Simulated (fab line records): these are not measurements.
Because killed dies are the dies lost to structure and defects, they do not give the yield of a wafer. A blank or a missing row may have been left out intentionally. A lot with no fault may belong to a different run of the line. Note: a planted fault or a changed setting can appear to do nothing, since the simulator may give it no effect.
Which of the tools did it? | flow nandHarc | 24 lots, 72 wafers sampled, at 2 steps of a route of 1159

WHAT THE GAUGES READ, wafer by wafer
NHARC_A_CONTACT_OVL_MEAS_09. Usual: overlayXNm 0.2 nm, standard deviation 0.83; overlayYNm 0.2 nm, standard deviation 0.9.
lot  | measured     | on         | overlayXNm (nm) | overlayYNm (nm) | flag
L074 | day 16 17:15 | overlay-02 | -0.2 -0.6 -0.5  | -0.3 -0.1 -0.1  | 
L077 | day 17 06:52 | overlay-02 | -0.6 -0.1 -0.7  | 0.6 0.0 0.7     | 
L075 | day 17 07:02 | overlay-02 | 0.1 0.2 0.2     | -1.8 -1.9 -2.1  | 
L079 | day 17 08:53 | overlay-02 | 1.7 1.6 1.5     | 0.2 0.2 0.4     | 
L078 | day 17 09:49 | overlay-02 | -0.4 -1.0 -0.7  | -1.1 0.0 -0.4   | 
L076 | day 17 11:57 | overlay-02 | 0.1 0.1 0.2     | 0.3 0.4 -0.5    | 
L080 | day 18 14:38 | overlay-02 | 0.3 0.5 -0.1    | -0.9 -0.2 -0.6  | 
L082 | day 19 01:33 | overlay-02 | -0.1 -0.4 -0.1  | 1.4 1.1 1.3     | 
L081 | day 19 04:44 | overlay-02 | -0.3 -0.6 -0.2  | -1.3 -1.5 -1.1  | 
L083 | day 19 09:39 | overlay-02 | 0.7 1.8 1.7     | 1.0 1.4 0.4     | 
L086 | day 19 14:58 | overlay-02 | -0.2 0.0 -0.6   | 0.2 0.8 0.8     | 
L084 | day 19 16:38 | overlay-01 | -1.3 -1.4 -1.4  | 0.5 1.0 0.7     | 
L085 | day 19 20:40 | overlay-02 | 0.4 1.0 0.4     | 1.1 1.3 0.9     | 
L089 | day 20 21:39 | overlay-01 | 0.9 0.6 0.7     | -1.0 -1.5 -1.0  | 
L087 | day 20 22:57 | overlay-02 | -0.2 -0.2 0.3   | 0.9 1.4 1.0     | 
L091 | day 21 01:56 | overlay-02 | 1.7 0.8 1.7     | 0.8 0.5 0.9     | 
L090 | day 21 05:17 | overlay-01 | 0.7 0.3 0.4     | 1.5 1.6 1.5     | 
L088 | day 21 09:12 | overlay-02 | -0.2 -0.1 -0.5  | 0.7 0.6 0.4     | 
L093 | day 21 13:21 | overlay-02 | 1.2 0.9 0.8     | 0.1 0.0 -0.2    | 
L095 | day 21 14:16 | overlay-02 | 0.9 1.2 1.4     | 1.2 0.7 1.2     | 
L094 | day 21 18:34 | overlay-01 | -0.9 -0.1 -0.3  | 0.4 -0.4 0.4    | 
L092 | day 22 07:03 | overlay-02 | 1.5 1.8 1.5     | -0.7 -0.5 -0.9  | 
L097 | day 22 11:35 | overlay-01 | -0.9 -0.2 0.1   | 0.0 -0.1 -0.3   | 
L096 | day 22 14:13 | overlay-02 | -0.9 -0.9 -0.4  | -0.2 -0.5 -0.1  | 

WHAT TOOL EACH LOT RAN ON (gives the tool, then ch and the chambers of the sampled wafers, and finally the start)
lot  | NHARC_A_CONTACT_ETCH_102
L074 | rieDiel-06 ch 1,2,3, day 16 06:31
L077 | rieDiel-13 ch 1,2, day 16 19:11
L075 | rieDiel-06 ch 0,1,3, day 16 19:23
L079 | rieDiel-06 ch 1,2,3, day 16 23:19
L078 | rieDiel-13 ch 2,3, day 17 00:01
L076 | rieDiel-05 ch 2,3, day 17 02:26
L080 | rieDiel-06 ch 0,1,2, day 18 01:55
L082 | rieDiel-13 ch 1,2,3, day 18 12:17
L081 | rieDiel-05 ch 0,1,2, day 18 15:37
L083 | rieDiel-05 ch 0,1,3, day 18 18:17
L086 | rieDiel-06 ch 0,1,3, day 19 00:26
L084 | rieDiel-06 ch 0,2,3, day 19 01:20
L085 | rieDiel-13 ch 0,1,3, day 19 08:55
L089 | rieDiel-06 ch 0,1,3, day 20 06:17
L087 | rieDiel-06 ch 0,1,3, day 20 08:17
L091 | rieDiel-06 ch 0,3, day 20 12:28
L090 | rieDiel-06 ch 0,1,3, day 20 14:36
L088 | rieDiel-06 ch 1,2,3, day 20 18:37
L093 | rieDiel-13 ch 0,1,2, day 20 22:11
L095 | rieDiel-06 ch 0,1,2, day 21 00:04
L094 | rieDiel-13 ch 0,1,3, day 21 05:40
L092 | rieDiel-06 ch 1,2, day 21 19:58
L097 | rieDiel-13 ch 0,3, day 22 01:59
L096 | rieDiel-13 ch 2,3, day 22 02:52
- NHARC_A_CONTACT_ETCH_102: etches the open film in CF4/O2, target depth 70 nm, overetch 7 nm, time 38.5 s.

WHAT THE TOOLS THEMSELVES READ (means of the sampled wafers that have a number; where no wafer has one, the mark that the record gives instead)
NHARC_A_CONTACT_ETCH_102. Usual: drypumpMotorCurrentA 5.8 A, standard deviation 0.52; oes_o_777_au 1.000 a.u., standard deviation 0.0049; oesProductAu 0.998 a.u., standard deviation 0.0076; rfVppV 198.1 V, standard deviation 1.6; showerheadPlenumPTorr 1.35 Torr, standard deviation 0.058; throttleValvePct 13.398 %, standard deviation 0.009.
lot  | tool       | drypumpMotorCurrentA (A) | oes_o_777_au (a.u.) | oesProductAu (a.u.) | rfVppV (V) | showerheadPlenumPTorr (Torr) | throttleValvePct (%) | flag
L074 | rieDiel-06 | 5.7                      | 1.000               | 0.998               | 198.1      | 1.35                         | 13.394               | 
L077 | rieDiel-13 | 6.1                      | 1.002               | 1.001               | 196.6      | 1.31                         | 13.393               | 
L075 | rieDiel-06 | 5.8                      | 1.006               | 0.995               | 196.5      | 1.32                         | 13.401               | 
L079 | rieDiel-06 | 5.7                      | 1.000               | 0.993               | 197.8      | 1.35                         | 13.390               | 
L078 | rieDiel-13 | 6.1                      | 1.003               | 0.992               | 198.0      | 1.37                         | 13.399               | 
L076 | rieDiel-05 | 6.0                      | 1.003               | 1.001               | 197.8      | 1.34                         | 13.404               | 
L080 | rieDiel-06 | 5.2                      | 0.998               | 0.999               | 197.4      | 1.32                         | 13.396               | 
L082 | rieDiel-13 | 6.1                      | 1.002               | 1.002               | 198.1      | 1.33                         | 13.395               | 
L081 | rieDiel-05 | 5.9                      | 1.002               | 0.992               | 198.8      | 1.38                         | 13.395               | 
L083 | rieDiel-05 | 6.1                      | 0.995               | 0.996               | 199.5      | 1.38                         | 13.408               | 
L086 | rieDiel-06 | 5.8                      | 1.007               | 1.002               | 197.4      | 1.32                         | 13.396               | 
L084 | rieDiel-06 | 5.7                      | 1.000               | 1.005               | 198.1      | 1.37                         | 13.408               | 
L085 | rieDiel-13 | 6.1                      | 1.002               | 1.005               | 198.5      | 1.36                         | 13.397               | 
L089 | rieDiel-06 | 5.8                      | 0.998               | 1.013               | 197.3      | 1.31                         | 13.394               | 
L087 | rieDiel-06 | 5.8                      | 0.995               | 1.002               | 197.1      | 1.31                         | 13.401               | 
L091 | rieDiel-06 | 5.7                      | 1.006               | 0.992               | 196.9      | 1.34                         | 13.397               | 
L090 | rieDiel-06 | 5.8                      | 1.005               | 1.006               | 198.0      | 1.31                         | 13.393               | 
L088 | rieDiel-06 | 5.7                      | 1.001               | 0.999               | 197.9      | 1.34                         | 13.395               | 
L093 | rieDiel-13 | 6.0                      | 0.996               | 1.002               | 197.9      | 1.35                         | 13.400               | 
L095 | rieDiel-06 | 5.3                      | 0.998               | 1.000               | 198.3      | 1.31                         | 13.384               | 
L094 | rieDiel-13 | 6.1                      | 1.000               | 0.988               | 199.8      | 1.36                         | 13.407               | 
L092 | rieDiel-06 | 5.1                      | 1.002               | 1.004               | 197.1      | 1.34                         | 13.389               | 
L097 | rieDiel-13 | 6.0                      | 0.995               | 0.989               | 199.8      | 1.41                         | 13.408               | 
L096 | rieDiel-13 | 6.1                      | 1.001               | 0.992               | 198.1      | 1.36                         | 13.399               | 

THE ANSWER, worked out from the rows above alone
Rule: a lot is off if the mean of its wafers that have a number lies more than 3 standard deviations from the usual mean. Also off: a lot with no number at a reading for which 4 or more lots have one. Any other lot the step has rows for is counted as sound. After the gauges, taken in route order, come the tools' own readings; for these a lot's mean is taken, as printed above. The first step at which some lot is off is used, and at that step the reading that is off furthest; a lot without a number counts as furthest.
None of the lots is off at any reading shown; this tells nothing.

WHAT THE SIMULATOR PUT IN
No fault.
